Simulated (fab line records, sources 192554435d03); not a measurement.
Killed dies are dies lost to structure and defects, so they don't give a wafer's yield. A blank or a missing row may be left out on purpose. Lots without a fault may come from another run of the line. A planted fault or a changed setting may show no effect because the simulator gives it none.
A struck lot beside a sound one | flow n5_finfet | 33 steps out of a route of 1938
Sound: wafers L508.3, L508.4, L508.6. Struck: wafers L512.1, L512.2, L512.3. The cause comes at the end.
At each step with rows: each side's tool, then ch and its chambers, then its first start. Under that, the readings that differ: sound wafers | struck wafers | difference of the means | sigmas: that difference in standard deviations of wafers without a fault.
alike: readings whose means differ by less than 2 such deviations, and words and numbers that are the same on both sides. not compared: withheld readings, readings that some wafer has no value for, bounds like >300 that may hide the same value, and numbers for which the record gives no deviation and whose values overlap.
The two part at a step that has a row with sigmas, a row that says differs or no value, or rows on one side only. Numbers that don't overlap but have no deviation are shown without sigmas and don't part them. A reading that every wafer of one side lacks parts them only if that side has two wafers or more.

first, 1 step without rows for these wafers: N5_BEOL_M9_CURE_72 (cures SiCOH lowk, time 120 s).
N5_BEOL_M9_DEGAS_44: time 60 s.
  sound on pvd_sputter-03, day 9 16:18; struck on pvd_sputter-02, day 11 12:56
  alike: heater_power_w, susceptor_temp_C
N5_BEOL_M9_PRE_CLEAN_45: time 30 s.
  sound on pvd_sputter-03, day 9 16:20; struck on pvd_sputter-02, day 11 12:59
  alike: heater_power_w, susceptor_temp_C
N5_BEOL_M9_ALD_74: deposits TaN, target thk 2 nm, pulse time 2 s, purge time 3 s.
  sound on ald_metal-03 ch 0,1,3, day 9 16:38; struck on ald_metal-03 ch 0,1,3, day 11 13:04
  alike: heater_power_w, susceptor_temp_C
N5_BEOL_M9_SURFACE_TREAT_79:
  sound on pvd_sputter-02, day 9 18:20; struck on pvd_sputter-03, day 11 13:25
  alike: ar_flow_sccm
  not compared: throttle_valve_pct
then, 5 steps without rows for these wafers: N5_BEOL_M9_CVD_78 (deposits Co from CCTBA/H2, target thk 2 nm, time 138.9 s); N5_BEOL_M9_SPUTTER_48 (material Cu, target thk 12 nm, time 2 s); N5_BEOL_M9_ECD_50 (material Cu, target thk 318 nm); N5_BEOL_M9_ANNEAL_51 (time 90 s); N5_BEOL_M9_CMP_52 (polishes, stops on SiCOH lowk, t overpolish 7 s, target thk 140 nm).
N5_BEOL_M9_THK_MEAS_53: measures by xrf.
  sound on film_metro-02, day 9 19:46; struck on film_metro-01, day 11 16:20
  alike: M9_THK
then, 1 step without rows for these wafers: N5_BEOL_M9_PRE_CLEAN_55 (time 15 s).
N5_BEOL_M9_DEP_56: deposits SiCN from 3MS/NH3, target thk 15 nm, time 26.5 s.
  sound on pecvd-02 ch 0,1, day 9 19:52; struck on pecvd-01 ch 0,1,2, day 11 16:24
  alike: rf_fwd_power_W, showerhead_plenum_p_Torr, throttle_valve_pct
N5_BEOL_M9_RS_MEAS_57: measures by four-point-probe.
  sound on film_metro-01, day 9 19:56; struck on film_metro-01, day 11 16:28
  alike: M9_RS
N5_BEOL_M9_INSPECT_58: inspects for defects (darkfield).
  sound on defect_inspect-02, day 9 19:58; struck on defect_inspect-02, day 11 16:30
  reading          | sound     | struck      | difference | sigmas
  raw_defect_count | 103 77 60 | 686 739 664 | +616       | +27
then, 2 steps without rows for these wafers: N5_BEOL_M10_ILD_DEP_00 (deposits SiCOH lowk from DEMS/porogen, target thk 308.51 nm, time 58 s); N5_BEOL_M10_CURE_71 (cures SiCOH lowk, time 240 s).
N5_BEOL_M10_THK_MEAS_01:
  sound on film_metro-02, day 9 20:35; struck on film_metro-02, day 11 17:13
  alike: M10_ILD_THK
then, 1 step without rows for these wafers: N5_BEOL_M10_PECVD_70 (deposits SiO2 from TEOS/O2, target thk 20 nm, time 22.7 s).
N5_BEOL_M10_HM_DEP_02: deposits TiN, target thk 20 nm.
  sound on pvd_sputter-01, day 9 21:38; struck on pvd_sputter-03, day 11 18:06
  alike: susceptor_temp_C, throttle_valve_pct
then, 8 steps without rows for these wafers: N5_BEOL_M10_COAT_59 (time 60 s, resist thk 100 nm); N5_BEOL_M10_COAT_60 (time 60 s, resist thk 30 nm); N5_BEOL_M10_COAT_05 (resist thk 90 nm); N5_BEOL_M10_EBR_07; N5_BEOL_M10_SOFTBAKE_06 (time 60 s); N5_BEOL_M10_EXPOSE_08 (exposes mask M10); N5_BEOL_M10_PEB_09 (peb time 60 s); N5_BEOL_M10_DEVELOP_10 (develop time 30 s).
N5_BEOL_M10_CD_MEAS_11: target cd 64.1 nm.
  sound on cd_sem-01 ch 0, day 9 22:10; struck on cd_sem-03 ch 0, day 11 18:36
  alike: cd_nm
N5_BEOL_M10_OVL_MEAS_12:
  sound on overlay-01 ch 0, day 9 22:11; struck on overlay-02 ch 0, day 11 18:38
  alike: M10_OVL
N5_BEOL_M10_INSPECT_13: inspects for defects (brightfield).
  sound on defect_inspect-02, day 9 22:13; struck on defect_inspect-01, day 11 18:39
  reading          | sound       | struck       | difference | sigmas
  raw_defect_count | 438 338 269 | 973 1059 947 | +645       | +8
then, 1 step without rows for these wafers: N5_BEOL_M10_DESCUM_16 (chemistry O2, time 7.9 s).
-- the record jumps here: 2 days lie between the struck wafers' starts before and after (it left off in module BEOL_M10 and takes up again in module PASSIVATION, whose first step shown is number 1936 of the route) --
N5_PASSIVATION_PROBE_49:
  the record has rows for the struck wafers here (prober-01, day 13 23:06) and none for the sound ones

WHERE THEY PART
First at N5_BEOL_M9_INSPECT_58; last, within this record, at N5_PASSIVATION_PROBE_49.

WHY: what the simulator had put in
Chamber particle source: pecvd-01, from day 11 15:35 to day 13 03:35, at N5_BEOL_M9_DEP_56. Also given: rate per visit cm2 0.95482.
